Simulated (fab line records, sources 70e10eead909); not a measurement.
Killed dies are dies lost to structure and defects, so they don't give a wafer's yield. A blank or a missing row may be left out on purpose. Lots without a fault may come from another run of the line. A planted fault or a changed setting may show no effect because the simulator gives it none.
fab line records | flow nand_harc | part 2 of 2: steps 5 to 6 of 6
record lots=22 wafers=66 last_day=33
route steps=1302 shown A_ZERO_WELL@411 A_SOURCE_PLATE@420 A_ONON_D1@431 A_CHANNEL_HOLE_D1@469 A_CHANNEL_FILL_D1@509
lots that met no fault: from a run of the same line without faults
start_h: hours from the record's first day to the start of the lot's first wafer shown | wait_h: hours since the lot's step before | " the same as in the row above | L1.1+2: a row that stands for several wafers | - no value, or no start given | * or withheld: withheld | < > ~ a bound
route shown NAME@n: a module of which the file shows steps, and the number in the route of the first | usual: mean/standard deviation of fault-free wafers | same: alike in all rows | chamber/n: place in a boat | sites: the reading at each site | _std_site: their standard deviation | _edge_site: outer sites' mean less inner sites' | radius_mm: how far each site lies from the wafer's centre | mask NAME#n: copy n | behind: the tool/chamber that last shaped the wafer | hold: why the lot was held/for how many hours/how that ended | device: the transistor (n, p or np) that didn't switch | end of line: the same wafers' tests at the end of the route | a step without rows: its recipe alone | killed: dies lost to structure and defects at the first sort, not the wafer's yield | map: a wafer's dies, x killed, . not, _ none there
set.NAME: the setting as run; set.NAME@STEP: as run at that earlier step | model.NAME: the simulator's own value behind a step, which no gauge read
steps of the route over a sample of lots; a table a step, a row a wafer
services: from which hour (start_h, from the record's first day; less than 0 if before it) a tool's chamber was out of use, for how many hours, and why
## steps
# step NHARC_A_CHANNEL_HOLE_D1_ETCH_21
# recipe bias_v=3000 source_w=withheld pressure_mtorr=20 time_s=514.3 ar_flow_sccm=375 c4f8_flow_sccm=89.3 o2_flow_sccm=35.7 temp_c=-20 target_depth_a=16000 chemistry=C4F8/O2/Ar
# usual c4f8_flow_sccm=89.32/0.25 drypump_motor_current_A=6.1/0.59 o2_flow_sccm=35.72/0.11 showerhead_plenum_p_Torr=3.67/0.074 temp_c=-20.00/0.12 throttle_valve_pct=32.155/0.01
# columns lot.wafer tool chamber start_h wait_h c4f8_flow_sccm drypump_motor_current_A o2_flow_sccm rf_hours_counter_h showerhead_plenum_p_Torr temp_c throttle_valve_pct
L074.1 har_etch-01 0 181.99 0.3 89.14 5.7 35.50 85 3.74 -20.07 32.137
L074.3 " 1 " " 89.04 6.8 35.69 - 3.74 -20.01 32.161
L074.5 " 1 " " 89.04 6.8 35.68 - 3.74 -20.00 32.163
L075.3 har_etch-02 1 190.25 0.3 89.22 6.2 35.89 - 3.60 -19.72 32.164
L075.4 " 0 " " 89.22 5.2 35.73 - 3.64 -19.93 32.154
L075.5 " 1 " " 89.10 6.2 35.91 - 3.60 -19.91 32.154
L076.2 har_etch-01 1 213.97 0.3 89.61 6.8 35.63 104 3.73 -20.03 32.147
L076.3 " 0 " " 89.00 5.7 35.68 - 3.73 -20.07 32.143
L076.6 " 0 " " 89.26 5.8 35.65 - 3.73 -19.95 32.154
L078.2 har_etch-01 1 222.23 0.3 89.14 6.8 35.83 112 3.72 -19.81 32.167
L078.4 " 1 " " 89.39 6.8 35.99 - 3.72 -19.86 32.155
L078.6 " 0 " " 89.44 5.8 35.72 - 3.72 -19.90 32.144
L079.2 har_etch-01 1 243.57 0.3 89.21 6.8 35.64 123 3.71 -20.04 32.150
L079.1 " 0 " " 89.07 5.7 35.92 123 3.72 -20.09 32.156
L079.4 " 0 " " 88.66 5.7 35.75 - 3.71 -20.11 32.159
L080.4 har_etch-02 1 248.34 0.3 89.35 6.2 35.69 - 3.58 -19.99 32.152
L080.6 " 0 " " 89.44 5.2 35.80 - 3.62 -20.06 32.165
L080.5 " 1 " " 89.09 6.2 35.76 - 3.58 -19.87 32.147
L081.1 har_etch-02 1 261.89 0.3 89.35 6.2 35.65 335 3.58 -19.99 32.143
L081.2 " 0 " " 89.78 5.2 35.46 335 3.62 -20.03 32.153
L081.5 " 1 " " 89.14 6.2 35.72 - 3.58 -19.99 32.165
L082.1 har_etch-01 1 267.80 0.3 88.70 6.8 35.72 135 3.71 -19.85 32.144
L082.4 " 1 " " 89.08 6.8 36.04 - 3.71 -19.94 32.162
L082.5 " 0 " " 89.00 5.8 35.75 - 3.71 -20.23 32.149
L083.2 har_etch-02 0 281.08 0.3 89.11 5.2 35.72 347 3.61 -20.07 32.168
L083.1 " 1 " " 89.37 6.2 35.63 347 3.57 -20.00 32.161
L083.3 " 1 " " 89.33 6.2 35.74 - 3.57 -20.04 32.158
L084.1 har_etch-02 1 286.43 0.3 89.34 6.2 35.86 351 3.57 -20.21 32.158
L084.3 " 0 " " 89.41 5.2 35.66 - 3.61 -20.13 32.170
L084.5 " 1 " " 89.20 6.2 35.63 - 3.57 -20.15 32.140
L086.1 har_etch-01 0 302.56 0.3 89.21 5.8 35.84 154 3.70 -19.90 32.135
L086.3 " 0 " " 89.63 5.7 35.80 - 3.70 -19.93 32.147
L086.6 " 1 " " 89.10 6.8 35.62 - 3.70 -19.92 32.173
L085.2 har_etch-02 1 302.67 0.3 89.31 6.2 35.88 358 3.57 -20.10 32.161
L085.1 " 0 " " 89.57 5.2 35.81 358 3.61 -20.09 32.166
L085.5 " 1 " " 89.32 6.2 35.81 - 3.57 -20.07 32.156
L088.2 har_etch-01 1 326.98 0.3 88.96 6.8 35.79 169 3.69 -19.80 32.165
L088.1 " 0 " " 89.49 5.7 35.75 169 3.69 -20.00 32.168
L088.6 " 1 " " 89.01 6.8 35.84 - 3.69 -19.90 32.155
L087.4 har_etch-01 1 331.31 0.3 89.14 6.8 35.77 - 3.69 -20.05 32.167
L087.3 " 0 " " 89.65 5.7 35.73 - 3.69 -20.05 32.159
L087.6 " 0 " " 89.29 5.7 35.67 - 3.69 -20.14 32.157
L089.1 har_etch-01 1 336.87 0.3 89.41 6.8 35.63 177 3.69 -20.01 32.154
L089.3 " 1 " " 88.86 6.8 35.51 - 3.69 -20.07 32.159
L089.4 " 0 " " 89.29 5.7 35.64 - 3.69 -20.05 32.146
L091.1 har_etch-01 0 358.96 0.3 89.31 5.7 35.71 192 3.68 -19.89 32.155
L091.3 " 1 " " 89.44 6.8 35.60 - 3.68 -20.06 32.161
L091.4 " 0 " " 89.37 5.7 35.74 - 3.68 -20.09 32.159
L093.2 har_etch-02 0 367.13 0.3 89.11 5.2 35.77 385 3.59 -20.03 32.158
L093.5 " 1 " " 89.40 6.2 35.65 - 3.54 -20.02 32.163
L093.6 " 0 " " 89.34 5.2 35.74 - 3.59 -20.00 32.135
L092.2 har_etch-01 1 368.39 0.3 89.37 6.8 35.66 200 3.67 -19.79 32.161
L092.3 " 1 " " 89.27 6.8 35.87 - 3.67 -20.08 32.150
L092.6 " 0 " " 88.64 5.7 35.91 - 3.67 -20.15 32.163
L094.4 har_etch-01 0 386.00 0.3 88.80 5.7 35.65 - 3.67 -19.93 32.149
L094.3 " 1 " " 89.26 6.8 35.92 - 3.67 -19.72 32.168
L094.6 " 1 " " 89.35 6.8 35.76 - 3.67 -19.98 32.144
L095.2 har_etch-01 1 389.99 0.3 89.38 6.8 35.71 215 3.66 -19.77 32.158
L095.4 " 1 " " 89.24 6.8 35.70 - 3.66 -19.81 32.151
L095.6 " 1 " " 89.34 6.8 35.65 - 3.67 -19.85 32.145
L096.3 har_etch-02 1 405.90 0.3 89.14 6.2 35.57 - 3.93 -19.94 32.148
L096.4 " 0 " " 89.71 5.2 35.71 - 3.93 -19.90 32.156
L096.6 " 0 " " 89.86 5.2 35.70 - 3.93 -19.99 32.145
L097.2 har_etch-01 0 409.50 0.3 89.09 5.8 35.83 227 3.66 -20.03 32.166
L097.3 " 0 " " 89.19 5.8 35.77 - 3.66 -20.16 32.161
L097.5 " 1 " " 89.64 6.8 35.62 - 3.66 -20.01 32.146
# step NHARC_A_CHANNEL_FILL_D1_STRIP_29
# recipe time_s=20 o2_flow_sccm=500 ar_flow_sccm=0 bias_w=0 chemistry=O2
# usual drypump_motor_current_A=5.7/0.48 o2_flow_sccm=499.9/1.4 oes_product_au=1.001/0.008 rf_vpp_V=57.9/0.84 showerhead_plenum_p_Torr=3.52/0.12 throttle_valve_pct=17.036/0.0087
# columns lot.wafer tool chamber start_h wait_h drypump_motor_current_A o2_flow_sccm oes_product_au rf_hours_counter_h rf_vpp_V showerhead_plenum_p_Torr throttle_valve_pct
L074.3 rie_diel-02 2 - - 5.1 499.2 1.006 0.2 57.0 3.32 17.031
L074.1 " 0 " " 5.7 501.0 1.003 0.5 57.8 3.43 17.034
L074.5 " 2 " " 5.0 496.8 1.006 - 56.3 3.32 17.030
L075.3 rie_diel-07 2 - - 5.7 499.3 1.007 4.3 59.1 3.43 17.031
L075.4 " 0 " " 6.7 500.9 1.008 4.1 57.6 3.75 17.054
L075.5 " 3 " " 5.5 499.5 1.016 - 58.3 3.64 17.045
L076.3 rie_diel-02 0 - - 5.8 499.0 1.005 2.5 58.0 3.43 17.041
L076.2 " 2 " " 5.0 500.8 0.988 1.9 56.9 3.32 17.041
L076.6 " 0 " " 5.7 499.9 1.009 - 57.6 3.43 17.037
L078.4 rie_diel-11 1 - - 5.8 499.4 1.004 0.2 56.7 3.44 17.041
L078.2 " 2 " " 6.6 498.8 1.010 0.2 57.0 3.43 17.033
L078.6 " 1 " " 5.8 499.0 1.008 - 59.4 3.44 17.040
L079.4 rie_diel-11 3 - - 5.6 498.9 0.990 1.3 58.7 3.63 17.041
L079.2 " 1 " " 5.7 498.5 1.016 1.1 57.7 3.44 17.047
L079.1 " 2 " " 6.6 500.8 1.000 1.0 56.9 3.43 17.047
L080.4 rie_diel-11 3 - - 5.6 499.4 0.986 1.9 57.8 3.63 17.043
L080.5 " 3 " " 5.6 499.1 0.993 - 58.9 3.63 17.033
L080.6 " 0 " " 5.1 500.9 1.001 - 56.5 3.62 17.030
L081.1 rie_diel-02 0 - - 5.7 498.9 1.005 6.7 58.8 3.42 17.031
L081.2 " 1 " " 5.7 501.9 0.995 6.9 58.1 3.61 17.026
L081.5 " 0 " " 5.7 500.3 1.012 - 58.5 3.43 17.022
L082.1 rie_diel-11 0 316.24 0.2 5.0 498.8 0.997 3.3 58.1 3.62 17.040
L082.4 " 2 " " 6.6 500.5 0.998 - 58.8 3.43 17.018
L082.5 " 0 " " 5.1 499.3 1.001 - 57.8 3.62 17.051
L083.2 rie_diel-02 0 - - 5.7 499.5 1.012 7.7 56.5 3.42 17.037
L083.1 " 1 " " 5.7 500.5 1.000 6.9 58.5 3.61 17.039
L083.3 " 2 " " 5.0 497.6 1.016 7.4 57.3 3.31 17.031
L084.1 rie_diel-11 2 334.99 0.2 6.6 500.0 0.994 4.5 58.1 3.43 17.049
L084.3 " 1 " " 5.7 499.5 1.002 - 57.6 3.44 17.017
L084.5 " 1 " " 5.8 500.6 1.008 - 57.6 3.44 17.052
L085.2 rie_diel-02 2 - - 5.0 501.2 1.004 8.9 56.5 3.31 17.046
L085.1 " 3 " " 5.7 501.7 1.000 8.7 56.8 3.55 17.033
L085.5 " 0 " " 5.7 500.9 0.999 - 58.2 3.42 17.034
L086.3 rie_diel-11 2 350.02 0.1 6.6 497.8 1.003 5.6 58.1 3.43 17.050
L086.1 " 0 " " 5.1 498.6 0.992 5.5 57.6 3.61 17.043
L086.6 " 2 " " 6.6 500.7 1.003 - 57.7 3.43 17.043
L088.1 rie_diel-07 1 374.30 0.1 5.7 501.0 1.003 5.7 57.5 3.51 17.034
L088.2 " 2 " " 5.8 500.1 1.011 4.7 58.1 3.43 17.029
L088.6 " 1 " " 5.6 502.8 1.005 - 57.7 3.51 17.035
L087.3 rie_diel-11 1 378.80 0.2 5.7 502.3 0.999 7.6 58.5 3.43 17.045
L087.4 " 3 " " 5.6 498.0 0.998 - 56.9 3.63 17.053
L087.6 " 1 " " 5.7 502.9 0.995 - 57.8 3.43 17.040
L089.1 rie_diel-11 2 - - 6.6 500.6 0.995 7.1 58.2 3.43 17.042
L089.4 " 3 " " 5.6 501.2 0.997 2.6 57.6 3.63 17.032
L089.3 " 1 " " 5.8 498.3 0.993 7.7 56.8 3.43 17.026
L091.4 rie_diel-07 3 - - 5.5 498.0 1.019 5.9 58.2 3.64 17.035
L091.3 " 1 " " 5.6 499.3 1.003 6.3 57.1 3.51 17.042
L091.1 " 2 " " 5.8 500.7 1.009 5.2 58.9 3.43 17.041
L092.3 rie_diel-07 3 - - 5.5 499.2 1.007 6.0 57.8 3.64 17.053
L092.2 " 0 " " 6.6 501.1 1.010 7.0 57.6 3.75 17.030
L092.6 " 0 " " 6.6 499.6 1.004 - 58.1 3.75 17.045
L093.2 rie_diel-02 2 416.18 0.1 5.0 502.6 0.993 1.0 57.0 3.31 17.036
L093.6 " 0 " " 5.7 497.9 0.998 - 57.8 3.42 17.041
L093.5 " 2 " " 5.0 500.1 0.982 - 56.6 3.31 17.030
L094.4 rie_diel-02 0 - - 5.7 498.6 1.005 2.8 58.1 3.42 17.032
L094.3 " 1 " " 5.6 501.3 0.987 3.0 57.8 3.61 17.030
L094.6 " 2 " " 5.0 500.2 0.996 - 57.3 3.31 17.036
L095.2 rie_diel-02 1 440.31 0.1 5.7 499.6 1.002 3.6 58.1 3.61 17.035
L095.6 " 1 " " 5.6 499.7 1.005 - 58.0 3.61 17.043
L095.4 " 0 " " 5.8 498.4 1.009 - 58.0 3.42 17.031
L096.3 rie_diel-11 2 - - 6.6 501.2 0.996 0.7 57.7 3.43 17.040
L096.4 " 0 " " 5.1 500.2 0.993 0.7 55.7 3.61 17.031
L096.6 " 3 " " 5.6 499.3 0.988 - 57.2 3.62 17.039
L097.2 rie_diel-07 2 457.36 0.1 5.7 502.4 0.992 6.8 57.6 3.42 17.044
L097.3 " 1 " " 5.6 501.8 0.989 8.2 57.5 3.50 17.025
L097.5 " 1 " " 5.6 501.3 0.996 - 57.5 3.50 17.023
## services
# columns tool chamber start_h hours kind
rie_diel-09 - 143.18 9.0 pm
rie_diel-02 1 182.63 2.4 repair
rie_diel-08 2 189.20 5.9 repair
rie_diel-09 1 190.10 4.6 repair
rie_diel-08 - 190.82 9.0 pm
rie_diel-02 - 216.70 9.0 pm
rie_diel-02 0 229.65 1.4 repair
har_etch-01 - 235.18 0.2 repair
rie_diel-11 - 255.50 9.0 pm
rie_diel-09 1 268.14 5.7 repair
rie_diel-11 3 300.40 63.1 repair
rie_diel-09 - 320.18 9.0 pm
rie_diel-02 1 320.88 7.8 repair
rie_diel-11 - 325.91 0.8 repair
rie_diel-11 0 331.02 4.8 repair
rie_diel-08 - 332.90 0.5 repair
rie_diel-11 0 345.53 2.0 repair
rie_diel-08 - 367.82 9.0 pm
rie_diel-11 2 368.59 13.0 repair
rtp_anneal-01 - 372.14 12.0 pm
rie_diel-09 0 397.94 4.3 repair
rie_diel-09 - 431.86 0.5 repair
rie_diel-11 - 432.50 9.0 pm
rie_diel-09 0 434.81 9.8 repair
